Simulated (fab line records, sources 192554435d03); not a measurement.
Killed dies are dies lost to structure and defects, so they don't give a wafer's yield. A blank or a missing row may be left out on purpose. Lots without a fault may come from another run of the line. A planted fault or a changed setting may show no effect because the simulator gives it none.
fab line records | flow n5_finfet
record lots=24 wafers=72 last_day=18
route steps=1938 shown BEOL_M0@742 BEOL_M1@800 BEOL_M2@856
lots that met no fault: from a run of the same line without faults
start_h: hours from the record's first day to the start of the lot's first wafer shown | wait_h: hours since the lot's step before | " the same as in the row above | L1.1+2: a row that stands for several wafers | - no value, or no start given | * or withheld: withheld | < > ~ a bound
route shown NAME@n: a module of which the file shows steps, and the number in the route of the first | usual: mean/standard deviation of fault-free wafers | same: alike in all rows | chamber/n: place in a boat | sites: the reading at each site | _std_site: their standard deviation | _edge_site: outer sites' mean less inner sites' | radius_mm: how far each site lies from the wafer's centre | mask NAME#n: copy n | behind: the tool/chamber that last shaped the wafer | hold: why the lot was held/for how many hours/how that ended | device: the transistor (n, p or np) that didn't switch | end of line: the same wafers' tests at the end of the route | a step without rows: its recipe alone | killed: dies lost to structure and defects at the first sort, not the wafer's yield | map: a wafer's dies, x killed, . not, _ none there
set.NAME: the setting as run; set.NAME@STEP: as run at that earlier step | model.NAME: the simulator's own value behind a step, which no gauge read
steps of the route over a sample of lots; a table a step, a row a wafer
services: from which hour (start_h, from the record's first day; less than 0 if before it) a tool's chamber was out of use, for how many hours, and why
## steps
# step N5_BEOL_M0_ANNEAL_119
# recipe temp_c=225 time_s=90 ambient=N2
# usual wafer_temp_C_max=226.3/0.36
# columns lot.wafer tool chamber start_h wait_h wafer_temp_C_max
L074.1 rtp_anneal-02 0 120.52 0.1 226.1
L074.4 " 0 " " 226.2
L074.5 " 0 " " 225.6
L075.3 rtp_anneal-02 0 127.01 0.1 226.2
L075.4 " 0 " " 226.4
L075.6 " 0 " " 226.2
L076.2 rtp_anneal-01 0 130.21 0.3 226.2
L076.3 " 0 " " 226.2
L076.5 " 0 " " 226.3
L077.2 rtp_anneal-01 0 136.67 0.3 226.7
L077.3 " 0 " " 227.2
L077.5 " 0 " " 226.4
L078.1 rtp_anneal-01 0 140.00 0.1 226.6
L078.2 " 0 " " 226.6
L078.6 " 0 " " 226.5
L079.1 rtp_anneal-02 0 149.80 0.1 225.9
L079.2 " 0 " " 226.0
L079.5 " 0 " " 226.2
L080.2 rtp_anneal-02 0 153.89 0.5 225.9
L080.3 " 0 " " 225.7
L080.5 " 0 " " 225.7
L081.2 rtp_anneal-01 0 162.45 0.1 226.3
L081.5 " 0 " " 226.3
L081.6 " 0 " " 226.6
L082.1 rtp_anneal-01 0 166.24 0.2 226.8
L082.2 " 0 " " 225.9
L082.3 " 0 " " 227.1
L083.4 rtp_anneal-01 0 177.16 0.2 226.4
L083.5 " 0 " " 226.1
L083.6 " 0 " " 226.6
L084.2 rtp_anneal-01 0 182.36 0.1 226.4
L084.3 " 0 " " 226.6
L084.4 " 0 " " 226.0
L085.4 rtp_anneal-02 0 184.96 0.5 225.8
L085.5 " 0 " " 225.9
L085.6 " 0 " " 225.7
L086.2 rtp_anneal-02 0 190.45 0.1 226.3
L086.4 " 0 " " 226.1
L086.5 " 0 " " 226.0
L087.2 rtp_anneal-02 0 196.61 0.2 226.0
L087.3 " 0 " " 226.2
L087.6 " 0 " " 226.2
L088.1 rtp_anneal-02 0 209.72 0.1 226.2
L088.3 " 0 " " 226.5
L088.4 " 0 " " 226.2
L090.3 rtp_anneal-01 0 214.15 0.1 226.6
L090.4 " 0 " " 226.6
L090.6 " 0 " " 226.7
L089.3 rtp_anneal-02 0 216.25 1.1 225.7
L089.4 " 0 " " 226.0
L089.5 " 0 " " 225.8
L092.1 rtp_anneal-02 0 229.36 0.1 225.8
L092.4 " 0 " " 225.9
L092.6 " 0 " " 225.8
L091.2 rtp_anneal-01 0 232.61 0.7 226.7
L091.4 " 0 " " 226.1
L091.5 " 0 " " 226.5
L093.1 rtp_anneal-02 0 233.64 0.1 226.7
L093.2 " 0 " " 226.0
L093.6 " 0 " " 225.9
L094.2 rtp_anneal-01 0 237.07 0.1 226.3
L094.3 " 0 " " 226.4
L094.6 " 0 " " 226.4
L095.1 rtp_anneal-01 0 246.98 0.1 226.5
L095.3 " 0 " " 226.3
L095.5 " 0 " " 226.9
L096.1 rtp_anneal-01 0 254.20 0.1 226.9
L096.2 " 0 " " 226.0
L096.5 " 0 " " 226.8
L097.1 rtp_anneal-01 0 258.11 0.1 226.8
L097.2 " 0 " " 226.6
L097.4 " 0 " " 226.5
# step N5_BEOL_M1_TRENCH_ETCH_37
# recipe chemistry=C4F6/O2 target_depth_a=552.07 target=SiOC time_s=29 ion_energy_ev=250 pressure_mtorr=30 source_w=355 bias_w=185 Ar_flow_sccm=300 C4F6_flow_sccm=10 O2_flow_sccm=10
# usual C4F6_flow_sccm=10.00/0.031 drypump_motor_current_A=5.73/0.3 oes_product_au=0.78/0.059 rf_vpp_V=673/19 showerhead_plenum_p_Torr=2.87/0.1 throttle_valve_pct=20.96/0.25
# columns lot.wafer tool chamber start_h wait_h C4F6_flow_sccm drypump_motor_current_A oes_product_au rf_hours_counter_h rf_vpp_V showerhead_plenum_p_Torr throttle_valve_pct
L074.1 rie_diel-03 1 - - 10.02 5.34 0.83 89 672 2.91 20.83
L074.4 " 2 " " 9.99 5.63 0.79 129 691 3.01 21.37
L074.5 " 3 " " 9.99 5.91 0.72 - 650 2.85 21.10
L075.3 rie_diel-04 0 - - 10.02 5.74 0.80 92 635 2.85 20.74
L075.4 " 2 " " 10.05 6.03 0.72 205 654 2.70 20.85
L075.6 " 2 " " 10.02 6.02 0.71 - 653 2.70 20.84
L076.2 rie_diel-03 2 - - 10.01 5.63 0.79 134 690 3.00 21.37
L076.3 " 3 " " 10.01 5.88 0.71 202 649 2.85 21.13
L076.5 " 0 " " 10.03 5.76 0.90 - 696 3.00 21.00
L077.2 rie_diel-01 3 - - 9.97 5.69 0.76 132 652 2.75 21.02
L077.3 " 1 " " 9.97 5.92 0.74 186 678 2.74 21.07
L077.5 " 2 " " 9.98 6.29 0.74 - 666 2.97 20.96
L078.1 rie_diel-03 2 - - 10.00 5.65 0.77 140 691 3.00 21.39
L078.2 " 1 " " 9.98 5.35 0.81 99 671 2.91 20.85
L078.6 " 3 " " 10.01 5.86 0.71 - 650 2.85 21.12
L079.1 rie_diel-03 0 - - 9.96 5.74 0.89 38 696 3.00 21.04
L079.2 " 1 " " 9.98 5.34 0.81 100 672 2.91 20.85
L079.5 " 1 " " 9.98 5.36 0.82 - 672 2.91 20.85
L080.2 rie_diel-03 0 - - 10.02 5.73 0.88 39 696 3.00 21.03
L080.3 " 2 " " 10.05 5.67 0.77 143 690 3.00 21.41
L080.5 " 2 " " 10.00 5.64 0.78 - 690 3.00 21.40
L081.2 rie_diel-01 2 - - 9.97 6.31 0.75 173 665 2.97 20.99
L081.5 " 2 " " 9.98 6.31 0.75 - 665 2.97 20.97
L081.6 " 3 " " 10.02 5.69 0.76 - 651 2.74 21.03
L082.1 rie_diel-04 1 - - 10.04 5.68 0.89 58 674 2.78 20.60
L082.2 " 0 " " 9.94 5.74 0.80 103 634 2.85 20.77
L082.3 " 3 " " 9.99 5.05 0.78 120 693 2.84 20.37
L083.4 rie_diel-01 0 - - 10.02 5.80 0.84 52 698 2.91 20.62
L083.5 " 3 " " 9.96 5.69 0.75 - 651 2.74 21.04
L083.6 " 2 " " 9.95 6.33 0.74 - 665 2.97 20.96
L085.4 rie_diel-01 2 - - 10.02 6.35 0.75 179 666 2.97 20.97
L085.5 " 2 " " 9.99 6.34 0.75 - 664 2.97 20.97
L085.6 " 1 " " 10.02 5.92 0.74 - 676 2.73 21.09
L084.2 rie_diel-04 2 - - 9.99 6.00 0.69 218 655 2.69 20.85
L084.3 " 3 " " 9.99 5.06 0.78 125 692 2.84 20.37
L084.4 " 0 " " 10.01 5.74 0.79 108 634 2.84 20.76
L086.2 rie_diel-03 2 - - 9.96 5.65 0.76 152 689 3.00 21.39
L086.4 " 3 " " 9.98 5.89 0.70 220 650 2.84 21.15
L086.5 " 3 " " 9.99 5.90 0.71 - 651 2.84 21.14
L087.2 rie_diel-01 2 - - 9.96 6.36 0.74 184 665 2.97 20.99
L087.3 " 1 " " 10.00 5.91 0.74 199 678 2.73 21.10
L087.6 " 3 " " 9.98 5.71 0.75 - 651 2.74 21.06
L090.3 rie_diel-01 3 - - 9.97 5.69 0.75 151 652 2.74 21.05
L090.4 " 2 " " 10.01 6.37 0.74 188 665 2.96 20.99
L090.6 " 1 " " 9.94 5.93 0.73 - 676 2.73 21.10
L088.1 rie_diel-03 2 - - 9.96 5.62 0.77 159 689 2.99 21.41
L088.3 " 1 " " 10.04 5.39 0.80 117 672 2.90 20.89
L088.4 " 0 " " 10.02 5.70 0.85 56 695 2.99 21.06
L089.3 rie_diel-03 0 - - 9.99 5.74 0.85 56 695 2.99 21.06
L089.4 " 1 " " 9.99 5.34 0.79 117 672 2.90 20.88
L089.5 " 0 " " 9.97 5.76 0.85 - 696 2.99 21.05
L092.1 rie_diel-03 2 - - 10.02 5.66 0.76 162 689 2.99 21.42
L092.4 " 3 " " 9.98 5.88 0.70 231 650 2.84 21.16
L092.6 " 1 " " 9.99 5.37 0.79 - 673 2.90 20.87
L091.2 rie_diel-04 2 - - 9.96 6.07 0.67 232 655 2.69 20.88
L091.4 " 3 " " 10.02 5.05 0.77 138 693 2.83 20.38
L091.5 " 3 " " 9.97 5.06 0.76 - 690 2.83 20.38
L093.1 rie_diel-01 2 - - 9.97 6.31 0.72 196 664 2.96 21.00
L093.2 " 1 " " 9.99 5.91 0.73 212 676 2.72 21.12
L093.6 " 0 " " 10.01 5.74 0.81 - 699 2.90 20.66
L094.2 rie_diel-04 1 - - 10.00 5.67 0.86 82 675 2.77 20.64
L094.3 " 3 " " 10.03 5.05 0.76 141 692 2.83 20.40
L094.6 " 2 " " 9.97 6.07 0.67 - 655 2.69 20.88
L095.1 rie_diel-03 2 - - 10.03 5.66 0.76 169 689 2.99 21.43
L095.3 " 0 " " 9.98 5.71 0.84 66 696 2.99 21.06
L095.5 " 1 " " 10.00 5.36 0.78 - 674 2.89 20.88
L096.1 rie_diel-03 3 - - 10.03 5.90 0.69 240 651 2.83 21.16
L096.2 " 2 " " 10.04 5.66 0.75 171 691 2.99 21.42
L096.5 " 3 " " 10.03 5.93 0.69 - 652 2.83 21.15
L097.1 rie_diel-03 3 - - 9.99 5.90 0.68 242 650 2.83 21.17
L097.2 " 0 " " 10.00 5.71 0.83 71 696 2.99 21.07
L097.4 " 1 " " 10.02 5.36 0.78 131 671 2.89 20.88
# step N5_BEOL_M1_ANNEAL_93
# recipe temp_c=400 time_s=240 ambient=vacuum
# usual heater_power_w=823/90 susceptor_temp_C_max=401.0/0.42
# columns lot.wafer tool chamber start_h wait_h heater_power_w susceptor_temp_C_max
L074.1 pvd_sputter-02 - 128.62 0.0 795 400.8
L074.4 " - " " 804 400.8
L074.5 " - " " 775 400.7
L075.3 pvd_sputter-01 - 137.72 0.0 732 401.1
L075.4 " - " " 759 400.6
L075.6 " - " " 745 400.6
L076.2 pvd_sputter-02 - 141.29 0.0 902 400.7
L076.3 " - " " 792 400.5
L076.5 " - " " 789 401.0
L077.2 pvd_sputter-03 - 157.58 0.0 889 400.5
L077.3 " - " " 770 401.0
L077.5 " - " " 873 401.6
L078.1 pvd_sputter-02 - 159.08 0.0 779 401.0
L078.2 " - " " 904 400.6
L078.6 " - " " 692 400.9
L079.1 pvd_sputter-01 - 161.15 0.0 755 401.2
L079.2 " - " " 758 401.9
L079.5 " - " " 749 400.9
L080.2 pvd_sputter-01 - 167.21 0.0 759 401.1
L080.3 " - " " 1036 401.3
L080.5 " - " " 1011 400.8
L081.2 pvd_sputter-01 - 171.31 0.0 766 401.2
L081.5 " - " " 997 400.8
L081.6 " - " " 764 400.8
L082.1 pvd_sputter-01 - 175.87 0.0 752 401.7
L082.2 " - " " 1034 400.6
L082.3 " - " " 827 400.7
L083.4 pvd_sputter-03 - 189.53 0.0 788 401.3
L083.5 " - " " 872 400.3
L083.6 " - " " 783 400.7
L085.4 pvd_sputter-03 - 192.51 0.0 774 401.1
L085.5 " - " " 894 401.9
L085.6 " - " " 780 400.9
L084.2 pvd_sputter-03 - 198.41 0.0 764 401.1
L084.3 " - " " 865 401.9
L084.4 " - " " 785 400.4
L086.2 pvd_sputter-02 - 200.58 0.0 703 400.8
L086.4 " - " " 896 401.3
L086.5 " - " " 705 400.0
L087.2 pvd_sputter-03 - 206.18 0.0 872 401.6
L087.3 " - " " 787 400.8
L087.6 " - " " 866 401.8
L090.3 pvd_sputter-02 - 223.20 0.0 783 401.1
L090.4 " - " " 713 400.3
L090.6 " - " " 784 401.2
L088.1 pvd_sputter-02 - 225.24 0.0 803 400.7
L088.3 " - " " 704 400.4
L088.4 " - " " 783 401.6
L089.3 pvd_sputter-03 - 228.15 0.0 805 401.1
L089.4 " - " " 905 400.9
L089.5 " - " " 892 401.6
L092.1 pvd_sputter-01 - 235.74 0.0 726 402.1
L092.4 " - " " 822 400.7
L092.6 " - " " 753 401.2
L091.2 pvd_sputter-01 - 243.02 0.0 830 400.9
L091.4 " - " " 767 401.0
L091.5 " - " " 774 401.3
L093.1 pvd_sputter-01 - 251.63 0.0 753 400.7
L093.2 " - " " 775 401.2
L093.6 " - " " 770 400.7
L094.2 pvd_sputter-02 - 251.64 0.0 802 400.8
L094.3 " - " " 710 400.6
L094.6 " - " " 720 400.5
L095.1 pvd_sputter-01 - 258.25 0.0 762 400.7
L095.3 " - " " 1036 400.8
L095.5 " - " " 760 401.0
L096.1 pvd_sputter-01 - 263.94 0.0 1010 400.7
L096.2 " - " " 766 401.0
L096.5 " - " " 1012 401.3
L097.1 pvd_sputter-03 - 271.66 0.0 893 401.7
L097.2 " - " " 808 401.5
L097.4 " - " " 880 400.8
# step N5_BEOL_M2_INSPECT_13
# recipe mode=adi inspect_instrument=brightfield
# usual raw_defect_count=382/84
# columns lot.wafer tool chamber start_h wait_h raw_defect_count
L074.1 defect_inspect-01 - 131.22 0.1 406
L074.4 " - " " 391
L074.5 " - " " 481
L075.3 defect_inspect-01 - 142.34 0.0 370
L075.4 " - " " 294
L075.6 " - " " 223
L076.2 defect_inspect-01 - 143.87 0.0 366
L076.3 " - " " 346
L076.5 " - " " 419
L077.2 defect_inspect-02 - 162.93 0.0 243
L077.3 " - " " 499
L077.5 " - " " 417
L078.1 defect_inspect-02 - 163.42 0.1 629
L078.2 " - " " 385
L078.6 " - " " 597
L079.1 defect_inspect-02 - 164.26 0.1 297
L079.2 " - " " 330
L079.5 " - " " 324
L080.2 defect_inspect-02 - 169.82 0.0 406
L080.3 " - " " 266
L080.5 " - " " 552
L081.2 defect_inspect-01 - 173.94 0.0 365
L081.5 " - " " 447
L081.6 " - " " 359
L082.1 defect_inspect-02 - 178.71 0.1 448
L082.2 " - " " 359
L082.3 " - " " 426
L083.4 defect_inspect-02 - 194.12 0.0 240
L083.5 " - " " 222
L083.6 " - " " 314
L085.4 defect_inspect-01 - 194.84 0.0 399
L085.5 " - " " 524
L085.6 " - " " 459
L084.2 defect_inspect-01 - 201.17 0.0 371
L084.3 " - " " 522
L084.4 " - " " 236
L086.2 defect_inspect-01 - 204.15 0.0 335
L086.4 " - " " 459
L086.5 " - " " 265
L087.2 defect_inspect-01 - 210.08 0.0 436
L087.3 " - " " 366
L087.6 " - " " 351
L090.3 defect_inspect-01 - 226.43 0.0 309
L090.4 " - " " 417
L090.6 " - " " 388
L088.1 defect_inspect-02 - 229.40 0.1 351
L088.3 " - " " 305
L088.4 " - " " 281
L089.3 defect_inspect-01 - 230.29 0.0 361
L089.4 " - " " 372
L089.5 " - " " 267
L092.1 defect_inspect-02 - 238.53 0.1 437
L092.4 " - " " 668
L092.6 " - " " 570
L091.2 defect_inspect-02 - 247.72 0.0 423
L091.4 " - " " 475
L091.5 " - " " 451
L093.1 defect_inspect-01 - 255.63 0.1 370
L093.2 " - " " 438
L093.6 " - " " 285
L094.2 defect_inspect-01 - 255.96 0.0 265
L094.3 " - " " 292
L094.6 " - " " 361
L095.1 defect_inspect-02 - 262.20 0.1 417
L095.3 " - " " 418
L095.5 " - " " 418
L096.1 defect_inspect-01 - 267.38 0.1 384
L096.2 " - " " 468
L096.5 " - " " 404
L097.1 defect_inspect-01 - 274.53 0.1 334
L097.2 " - " " 391
L097.4 " - " " 306
# step N5_BEOL_M2_ETCH_63
# recipe chemistry=CF4 target=SiARC target_depth_a=156 mask_material=CAR-EUV time_s=26 ion_energy_ev=80 pressure_mtorr=40 source_w=545 bias_w=36 Ar_flow_sccm=100 cf4_flow_sccm=100 ends=cleared
# usual drypump_motor_current_A=5.7/0.56 etch_rf_on_time_s=26.2/0.75 oes_product_au=0.69/0.074 rf_vpp_V=184.2/1.1 showerhead_plenum_p_Torr=2.15/0.071 throttle_valve_pct=15.53/0.2
# columns lot.wafer tool chamber start_h wait_h drypump_motor_current_A etch_rf_on_time_s oes_product_au rf_hours_counter_h rf_vpp_V showerhead_plenum_p_Torr throttle_valve_pct
L074.1 rie_diel-05 2 131.30 0.0 6.4 27.6 0.77 12 185.7 2.29 15.43
L074.4 " 1 " " 5.4 26.5 0.59 - 184.1 2.12 15.69
L074.5 " 0 " " 5.4 26.5 0.69 - 183.3 2.08 15.48
L075.3 rie_diel-05 3 142.42 0.0 5.8 27.0 0.84 0 183.8 2.09 15.50
L075.4 " 2 " " 6.5 27.4 0.77 18 184.9 2.29 15.42
L075.6 " 1 " " 5.4 26.1 0.59 - 183.4 2.12 15.69
L076.2 rie_diel-05 1 144.40 0.0 5.5 26.6 0.59 230 183.2 2.12 15.67
L076.3 " 2 " " 6.5 27.8 0.75 19 186.4 2.29 15.44
L076.5 " 3 " " 5.7 27.4 0.82 - 183.1 2.09 15.50
L077.2 rie_diel-06 2 163.01 0.0 6.4 25.0 0.80 18 185.7 2.28 15.37
L077.3 " 1 " " 5.5 26.3 0.58 232 185.5 2.19 15.99
L077.5 " 3 " " 5.7 26.0 0.58 - 184.2 2.11 15.64
L078.1 rie_diel-05 3 163.51 0.0 5.7 27.1 0.79 8 183.5 2.09 15.51
L078.2 " 2 " " 6.5 27.2 0.76 26 184.9 2.28 15.43
L078.6 " 3 " " 5.7 27.3 0.78 - 183.2 2.09 15.50
L079.1 rie_diel-05 0 164.37 0.0 5.5 26.9 0.67 108 183.0 2.08 15.49
L079.2 " 2 " " 6.5 27.4 0.74 27 185.6 2.28 15.44
L079.5 " 2 " " 6.5 27.4 0.74 - 185.5 2.28 15.45
L080.2 rie_diel-02 3 170.08 0.0 6.5 26.1 0.60 203 184.6 2.13 15.81
L080.3 " 1 " " 5.3 26.4 0.64 168 184.6 2.16 15.68
L080.5 " 3 " " 6.5 26.1 0.60 - 185.0 2.13 15.82
L081.2 rie_diel-02 1 174.04 0.0 5.3 26.2 0.64 170 182.9 2.16 15.68
L081.5 " 1 " " 5.3 26.2 0.64 - 183.5 2.16 15.67
L081.6 " 0 " " 5.5 25.2 0.69 - 183.3 2.14 15.48
L082.1 rie_diel-06 2 178.86 0.0 6.4 25.2 0.78 25 185.4 2.28 15.38
L082.2 " 0 " " 4.8 25.7 0.74 49 184.3 2.09 15.38
L082.3 " 1 " " 5.5 26.3 0.59 238 183.5 2.19 15.99
L083.4 rie_diel-02 3 194.31 0.0 6.4 25.8 0.60 212 183.4 2.12 15.83
L083.5 " 2 " " 4.7 26.8 0.66 - 184.5 2.23 15.30
L083.6 " 3 " " 6.5 25.7 0.60 - 183.8 2.12 15.83
L085.4 rie_diel-02 2 194.93 0.0 4.7 26.8 0.66 124 187.2 2.23 15.30
L085.5 " 1 " " 5.3 26.1 0.63 - 182.8 2.16 15.70
L085.6 " 0 " " 5.5 25.1 0.68 - 184.7 2.14 15.48
L084.2 rie_diel-06 2 202.02 0.0 6.4 25.2 0.77 34 185.4 2.27 15.39
L084.3 " 1 " " 5.5 26.6 0.58 248 184.7 2.18 16.02
L084.4 " 0 " " 4.8 26.0 0.72 58 183.5 2.08 15.42
L086.2 rie_diel-06 1 204.82 0.0 5.5 26.6 0.57 249 185.9 2.18 16.01
L086.4 " 0 " " 4.9 25.8 0.74 59 183.3 2.08 15.40
L086.5 " 2 " " 6.4 25.0 0.77 - 185.5 2.27 15.40
L087.2 rie_diel-06 3 211.04 0.0 5.7 26.1 0.81 7 183.0 2.10 15.15
L087.3 " 2 " " 6.4 25.3 0.76 39 185.1 2.27 15.42
L087.6 " 3 " " 5.7 26.1 0.81 - 183.3 2.10 15.15
L090.3 rie_diel-06 3 226.52 0.0 5.7 25.9 0.80 14 182.8 2.10 15.15
L090.4 " 3 " " 5.7 25.8 0.80 - 181.7 2.10 15.16
L090.6 " 0 " " 4.8 25.7 0.71 - 184.3 2.08 15.43
L088.1 rie_diel-05 3 229.67 0.0 5.7 27.4 0.76 27 184.5 2.08 15.55
L088.3 " 0 " " 5.4 26.5 0.66 126 184.1 2.07 15.51
L088.4 " 0 " " 5.4 26.5 0.66 - 183.6 2.07 15.53
L089.3 rie_diel-05 2 230.59 0.0 6.5 27.4 0.73 46 184.2 2.28 15.50
L089.4 " 3 " " 5.7 27.2 0.75 - 183.0 2.09 15.57
L089.5 " 2 " " 6.4 27.6 0.72 - 185.8 2.27 15.48
L092.1 rie_diel-02 3 238.62 0.0 6.5 26.3 0.58 231 183.5 2.12 15.87
L092.4 " 2 " " 4.7 27.2 0.64 142 183.4 2.22 15.33
L092.6 " 0 " " 5.5 25.6 0.66 - 184.5 2.14 15.52
L091.2 rie_diel-02 0 247.81 0.0 5.5 25.0 0.67 155 184.0 2.13 15.54
L091.4 " 2 " " 4.7 27.0 0.64 145 185.3 2.22 15.35
L091.5 " 3 " " 6.5 25.9 0.59 - 182.5 2.12 15.86
L093.1 rie_diel-06 3 255.72 0.0 5.7 26.6 0.76 26 183.9 2.10 15.19
L093.2 " 2 " " 6.4 25.5 0.74 59 185.1 2.26 15.44
L093.6 " 2 " " 6.4 25.5 0.73 - 186.9 2.26 15.44
L094.2 rie_diel-02 0 256.08 0.0 5.5 24.8 0.67 158 184.8 2.13 15.54
L094.3 " 2 " " 4.7 26.8 0.65 148 185.0 2.22 15.36
L094.6 " 3 " " 6.5 25.8 0.59 - 183.4 2.12 15.87
L095.1 rie_diel-02 0 262.73 0.0 5.5 25.1 0.66 161 184.8 2.13 15.54
L095.3 " 3 " " 6.5 26.4 0.58 240 185.2 2.11 15.88
L095.5 " 2 " " 4.7 26.9 0.64 - 184.9 2.22 15.36
L096.1 rie_diel-06 3 267.47 0.0 5.7 26.0 0.76 31 183.1 2.09 15.20
L096.2 " 1 " " 5.6 25.4 0.78 16 186.3 2.18 15.48
L096.5 " 1 " " 5.5 25.8 0.77 - 184.9 2.18 15.48
L097.1 rie_diel-05 1 274.62 0.0 5.5 25.0 0.81 14 182.8 2.11 15.27
L097.2 " 0 " " 5.5 26.7 0.65 141 183.1 2.06 15.55
L097.4 " 2 " " 6.5 27.4 0.70 64 185.5 2.27 15.54
# step N5_BEOL_M2_HM_OPEN_17
# recipe chemistry=Cl2/BCl3 target_depth_a=200 overetch_a=60 target=TiN mask_material=SOC ion_energy_ev=150 pressure_mtorr=10 icp_w=1000 bias_w=126 Cl2_flow_sccm=53.25 bcl3_flow_sccm=21.75 Ar_flow_sccm=25
# usual drypump_motor_current_A=5.6/0.44 mfc_cl2_sccm=53.24/0.15 oes_product_au=0.71/0.076 throttle_valve_pct=22.07/0.27
# columns lot.wafer tool chamber start_h wait_h drypump_motor_current_A mfc_cl2_sccm oes_product_au rf_hours_counter_h throttle_valve_pct
L074.1 rie_metal-01 0 131.51 0.0 5.1 53.12 0.80 2 22.16
L074.4 " 0 " " 5.0 53.12 0.80 - 22.14
L074.5 " 0 " " 5.1 53.21 0.80 - 22.12
L075.3 rie_metal-03 0 142.65 0.1 5.3 53.29 0.61 - 21.98
L075.4 " 1 " " 5.6 53.42 0.63 - 21.65
L075.6 " 1 " " 5.6 53.13 0.63 - 21.64
L076.2 rie_metal-01 0 144.60 0.0 5.0 53.13 0.80 3 22.11
L076.3 " 1 " " 5.7 53.31 0.80 - 21.89
L076.5 " 0 " " 5.0 53.22 0.80 - 22.11
L077.2 rie_metal-02 0 163.24 0.1 5.6 53.08 0.70 - 22.50
L077.3 " 0 " " 5.6 53.42 0.70 - 22.51
L077.5 " 0 " " 5.6 53.10 0.70 - 22.49
L078.1 rie_metal-02 0 163.71 0.0 5.6 53.11 0.70 27 22.50
L078.2 " 0 " " 5.6 53.35 0.70 - 22.50
L078.6 " 0 " " 5.6 53.21 0.70 - 22.51
L079.1 rie_metal-01 1 164.57 0.0 5.7 53.16 0.79 8 21.92
L079.2 " 0 " " 5.0 53.22 0.79 5 22.12
L079.5 " 1 " " 5.7 53.04 0.78 - 21.92
L080.2 rie_metal-03 0 170.29 0.0 5.3 53.48 0.59 69 21.99
L080.3 " 0 " " 5.3 53.32 0.59 - 21.99
L080.5 " 0 " " 5.3 53.32 0.59 - 21.99
L081.2 rie_metal-03 0 174.24 0.0 5.3 53.28 0.60 69 22.00
L081.5 " 0 " " 5.3 53.15 0.59 - 22.00
L081.6 " 1 " " 5.6 53.41 0.62 - 21.66
L082.1 rie_metal-03 0 179.12 0.1 5.3 53.42 0.59 70 22.00
L082.2 " 1 " " 5.6 53.38 0.61 65 21.67
L082.3 " 1 " " 5.6 53.24 0.62 - 21.67
L083.4 rie_metal-02 1 194.54 0.1 6.6 53.13 0.83 - 21.95
L083.5 " 1 " " 6.5 53.17 0.83 - 21.94
L083.6 " 0 " " 5.6 53.18 0.69 - 22.51
L085.4 rie_metal-02 0 195.16 0.1 5.6 53.21 0.69 - 22.51
L085.5 " 1 " " 6.5 53.04 0.84 - 21.93
L085.6 " 0 " " 5.5 53.27 0.70 - 22.50
L084.2 rie_metal-03 0 202.23 0.0 5.3 53.12 0.60 71 21.99
L084.3 " 1 " " 5.6 53.22 0.62 - 21.66
L084.4 " 0 " " 5.3 53.01 0.60 - 21.98
L086.2 rie_metal-01 1 205.02 0.0 5.7 52.93 0.76 12 21.94
L086.4 " 0 " " 5.0 53.41 0.76 - 22.12
L086.5 " 1 " " 5.7 53.29 0.76 - 21.93
L087.2 rie_metal-03 0 211.24 0.0 5.3 52.86 0.59 72 22.01
L087.3 " 1 " " 5.6 53.22 0.62 - 21.66
L087.6 " 0 " " 5.3 53.25 0.60 - 21.98
L090.3 rie_metal-01 1 226.75 0.1 5.7 53.23 0.75 - 21.95
L090.4 " 0 " " 5.0 53.56 0.75 - 22.14
L090.6 " 1 " " 5.7 53.14 0.75 - 21.96
L088.1 rie_metal-02 0 229.87 0.0 5.5 53.16 0.70 32 22.52
L088.3 " 1 " " 6.6 53.49 0.83 - 21.93
L088.4 " 0 " " 5.5 53.14 0.69 - 22.51
L089.3 rie_metal-02 0 230.82 0.1 5.6 53.53 0.69 - 22.50
L089.4 " 1 " " 6.5 53.17 0.81 - 21.94
L089.5 " 1 " " 6.5 53.40 0.81 - 21.94
L092.1 rie_metal-01 1 238.82 0.0 5.7 53.14 0.75 15 21.95
L092.4 " 0 " " 5.0 53.25 0.74 - 22.16
L092.6 " 0 " " 5.0 53.21 0.75 - 22.15
L091.2 rie_metal-02 0 248.01 0.0 5.5 53.12 0.68 33 22.51
L091.4 " 0 " " 5.5 53.02 0.68 - 22.52
L091.5 " 0 " " 5.5 53.22 0.68 - 22.52
L093.1 rie_metal-03 1 255.92 0.0 5.6 53.48 0.60 72 21.68
L093.2 " 0 " " 5.3 53.34 0.59 76 21.99
L093.6 " 1 " " 5.6 53.18 0.60 - 21.68
L094.2 rie_metal-02 0 256.28 0.0 5.6 53.33 0.69 35 22.50
L094.3 " 1 " " 6.6 53.19 0.78 - 21.96
L094.6 " 0 " " 5.6 53.37 0.67 - 22.50
L095.1 rie_metal-02 0 262.93 0.0 5.6 53.25 0.69 36 22.49
L095.3 " 1 " " 6.5 53.15 0.79 - 21.97
L095.5 " 1 " " 6.5 53.27 0.78 - 21.95
L096.1 rie_metal-01 0 267.67 0.0 5.0 53.47 0.73 14 22.14
L096.2 " 1 " " 5.7 53.17 0.73 17 21.96
L096.5 " 1 " " 5.7 53.21 0.74 - 21.95
L097.1 rie_metal-01 0 274.82 0.0 5.0 53.08 0.72 15 22.17
L097.2 " 1 " " 5.7 53.32 0.73 18 21.97
L097.4 " 0 " " 5.0 52.75 0.73 - 22.16
## services
# columns tool chamber start_h hours kind
pvd_sputter-01 - 101.64 8.5 repair
rie_diel-05 2 111.68 4.3 repair
rie_diel-05 3 123.51 - clean
rie_diel-05 3 123.51 - consumable_replace:focus_ring
pvd_sputter-01 - 131.79 0.9 repair
rie_metal-02 - 142.52 0.3 repair
rie_metal-02 1 144.09 - clean
rie_metal-02 1 144.09 29.1 scheduled_down
rie_metal-02 1 144.09 29.1 vent_cycle
rie_diel-04 - 146.76 2.8 pm
rie_diel-05 0 153.50 6.6 repair
rie_diel-04 2 163.49 3.9 repair
rie_diel-05 - 198.73 14.6 pm
rie_metal-02 - 198.86 2.8 pm
rie_diel-01 - 207.15 2.3 repair
rtp_anneal-01 - 214.33 2.1 pm
rie_diel-01 - 229.78 2.5 repair
rie_diel-05 0 231.06 1.6 repair
rie_diel-06 - 236.71 0.9 repair
rie_diel-06 0 252.51 12.0 repair
rie_diel-03 - 262.64 0.5 repair
rie_diel-02 3 262.99 5.7 repair
rie_diel-02 - 271.93 0.3 repair
rie_metal-03 - 272.79 0.3 repair
## key
fault none
